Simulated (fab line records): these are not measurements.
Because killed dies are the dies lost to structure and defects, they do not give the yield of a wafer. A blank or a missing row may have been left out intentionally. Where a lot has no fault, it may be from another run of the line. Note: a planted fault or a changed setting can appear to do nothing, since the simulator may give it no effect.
Chamber matching || flow nand-harc || ald-hk-04 running NHARC_A_WL_FILL_ALD_00: 4 sister chambers
The step deposits Al2O3, target thk 3 nm, pulse time 3 s, ald cycles 30. 4 wafers are shown with their chamber, then 11 later ones without.

## WAFERS WITH THEIR CHAMBER
{"wafer": "L089.5", "chamber": 2, "heater-power-w (W)": 505}
{"wafer": "L087.5", "chamber": 0, "heater-power-w (W)": 443}
{"wafer": "L087.6", "chamber": 3, "heater-power-w (W)": 567}
{"wafer": "L087.1", "chamber": 1, "heater-power-w (W)": 406}

## WAFERS MISSING THEIR CHAMBER
{"wafer": "L087.2", "heater-power-w (W)": 432}
{"wafer": "L087.3", "heater-power-w (W)": 479}
{"wafer": "L091.2", "heater-power-w (W)": 428}
{"wafer": "L091.5", "heater-power-w (W)": 441}
{"wafer": "L091.6", "heater-power-w (W)": 552}
{"wafer": "L092.3", "heater-power-w (W)": 551}
{"wafer": "L092.5", "heater-power-w (W)": 413}
{"wafer": "L092.6", "heater-power-w (W)": 435}
{"wafer": "L096.2", "heater-power-w (W)": 485}
{"wafer": "L096.4", "heater-power-w (W)": 425}
{"wafer": "L096.5", "heater-power-w (W)": 398}

## WHICH CHAMBER EACH ONE RAN IN
{"wafer": "L087.2", "from the rows above": "can't be placed: 0 or 1", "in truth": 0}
{"wafer": "L087.3", "from the rows above": "can't be placed: 2 or 0", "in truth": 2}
{"wafer": "L091.2", "from the rows above": "can't be placed: 0 or 1", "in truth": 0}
{"wafer": "L091.5", "from the rows above": 0, "in truth": 0}
{"wafer": "L091.6", "from the rows above": 3, "in truth": 3}
{"wafer": "L092.3", "from the rows above": 3, "in truth": 3}
{"wafer": "L092.5", "from the rows above": "can't be placed: 1 or 0", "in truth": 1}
{"wafer": "L092.6", "from the rows above": "can't be placed: 0 or 1", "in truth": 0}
{"wafer": "L096.2", "from the rows above": "can't be placed: 2 or 0", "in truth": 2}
{"wafer": "L096.4", "from the rows above": "can't be placed: 0 or 1", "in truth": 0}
{"wafer": "L096.5", "from the rows above": 1, "in truth": 1}
Correctly placed: 4 of 11. Not placeable from these rows: 7 (in 7, the candidates include the true chamber). Number placed wrongly: 0.
How it was worked out, from the rows above alone: a wafer's distance from a chamber is the root of the sum, over the readings, of the square of ((its reading less the chamber's mean) divided by the reading's scatter). If the next closest chamber is less than 2 further off than the closest, the wafer can't be placed; otherwise it belongs to the closest. For every chamber, the mean is computed from those of its wafers that are shown. The scatter (one wafer shown for each chamber): square how far every hidden wafer sits from the nearest shown wafer, average those squares and take the square root.
